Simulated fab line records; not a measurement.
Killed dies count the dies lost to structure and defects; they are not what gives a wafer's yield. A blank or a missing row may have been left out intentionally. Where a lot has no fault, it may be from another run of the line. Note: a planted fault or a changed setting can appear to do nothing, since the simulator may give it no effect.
Chamber matching + flow nand_harc + 4 sister chambers for NHARC_A_CONTACT_ETCH_90 on rie_diel-10
The step etches the open film in CH3F/O2, target depth 40 nm, time 85.7 s. 27 wafers are shown with their chamber, then 12 later ones without.

## EACH WAFER AND ITS CHAMBER
| wafer  | chamber | drypump_motor_current_A (A) | showerhead_plenum_p_Torr (Torr) | rf_vpp_V (V) |
|--------|---------|-----------------------------|---------------------------------|--------------|
| L074.3 | 0       | 5.7                         | 2.58                            | 246.4        |
| L074.4 | 2       | 5.8                         | 2.49                            | 244.2        |
| L074.6 | 3       | 6.4                         | 2.47                            | 245.4        |
| L078.1 | 0       | 5.7                         | 2.58                            | 246.0        |
| L078.5 | 1       | 6.2                         | 2.28                            | 243.0        |
| L078.6 | 2       | 5.8                         | 2.49                            | 245.6        |
| L080.1 | 1       | 6.2                         | 2.28                            | 240.4        |
| L080.4 | 2       | 5.8                         | 2.49                            | 243.6        |
| L080.5 | 1       | 6.2                         | 2.27                            | 240.5        |
| L081.2 | 3       | 6.4                         | 2.47                            | 243.3        |
| L081.3 | 2       | 5.8                         | 2.49                            | 245.7        |
| L081.6 | 0       | 5.7                         | 2.57                            | 245.8        |
| L083.3 | 0       | 5.7                         | 2.57                            | 245.7        |
| L083.5 | 1       | 6.1                         | 2.27                            | 241.3        |
| L083.6 | 0       | 5.7                         | 2.57                            | 246.5        |
| L084.4 | 1       | 6.2                         | 2.66                            | 247.5        |
| L084.5 | 3       | 6.4                         | 2.47                            | 245.3        |
| L084.6 | 2       | 5.8                         | 2.49                            | 244.7        |
| L085.1 | 1       | 6.1                         | 2.66                            | 247.3        |
| L085.3 | 0       | 5.7                         | 2.57                            | 245.8        |
| L085.5 | 3       | 6.4                         | 2.46                            | 243.4        |
| L091.3 | 0       | 5.7                         | 2.57                            | 245.6        |
| L091.5 | 2       | 5.8                         | 2.48                            | 243.8        |
| L091.6 | 3       | 6.4                         | 2.46                            | 245.5        |
| L093.1 | 2       | 5.8                         | 2.48                            | 245.0        |
| L093.2 | 0       | 5.7                         | 2.57                            | 245.3        |
| L093.6 | 3       | 6.4                         | 2.46                            | 243.8        |

SIGNATURES (averages over the wafers above)
| reading                  | chamber 0 | chamber 1 | chamber 2 | chamber 3 | scatter within a chamber |
|--------------------------|-----------|-----------|-----------|-----------|--------------------------|
| drypump_motor_current_A  | 5.700     | 6.167     | 5.800     | 6.400     | 0.0241                   |
| showerhead_plenum_p_Torr | 2.5725    | 2.4033    | 2.4871    | 2.4650    | 0.0928                   |
| rf_vpp_V                 | 245.887   | 243.333   | 244.657   | 244.450   | 1.68                     |
Rule: for each reading, subtract the chamber's mean from the wafer's reading, divide by that reading's scatter and square the result; add these up over the readings and take the root, which gives the wafer's distance from the chamber. If the next closest chamber is less than 2 further off than the closest, the wafer can't be placed; otherwise it belongs to the closest. How the scatter is found: for the shown wafers, subtract from each reading the mean of its chamber, square and add these, divide the total by (wafers less chambers), then take the root.

## WAFERS MISSING THEIR CHAMBER
| wafer  | drypump_motor_current_A (A) | showerhead_plenum_p_Torr (Torr) | rf_vpp_V (V) |
|--------|-----------------------------|---------------------------------|--------------|
| L095.2 | 6.2                         | 2.65                            | 249.1        |
| L095.3 | 5.8                         | 2.48                            | 243.1        |
| L095.4 | 5.7                         | 2.56                            | 245.5        |
| L094.2 | 5.7                         | 2.56                            | 246.0        |
| L094.3 | 6.2                         | 2.65                            | 247.0        |
| L094.6 | 5.7                         | 2.56                            | 246.0        |
| L096.1 | 6.2                         | 2.65                            | 247.8        |
| L096.2 | 5.8                         | 2.48                            | 243.1        |
| L096.3 | 5.7                         | 2.56                            | 244.3        |
| L097.1 | 5.8                         | 2.48                            | 243.8        |
| L097.5 | 6.2                         | 2.65                            | 247.5        |
| L097.6 | 5.7                         | 2.56                            | 246.7        |

## CHAMBER TAKEN BY EACH
| wafer  | from the rows above | in truth |
|--------|---------------------|----------|
| L095.2 | 1                   | 1        |
| L095.3 | 2                   | 2        |
| L095.4 | 0                   | 0        |
| L094.2 | 0                   | 0        |
| L094.3 | 1                   | 1        |
| L094.6 | 0                   | 0        |
| L096.1 | 1                   | 1        |
| L096.2 | 2                   | 2        |
| L096.3 | 0                   | 0        |
| L097.1 | 2                   | 2        |
| L097.5 | 1                   | 1        |
| L097.6 | 0                   | 0        |
Correct placement for 12 of the 12. From these rows, 0 cannot be placed. Wrongly placed: 0.
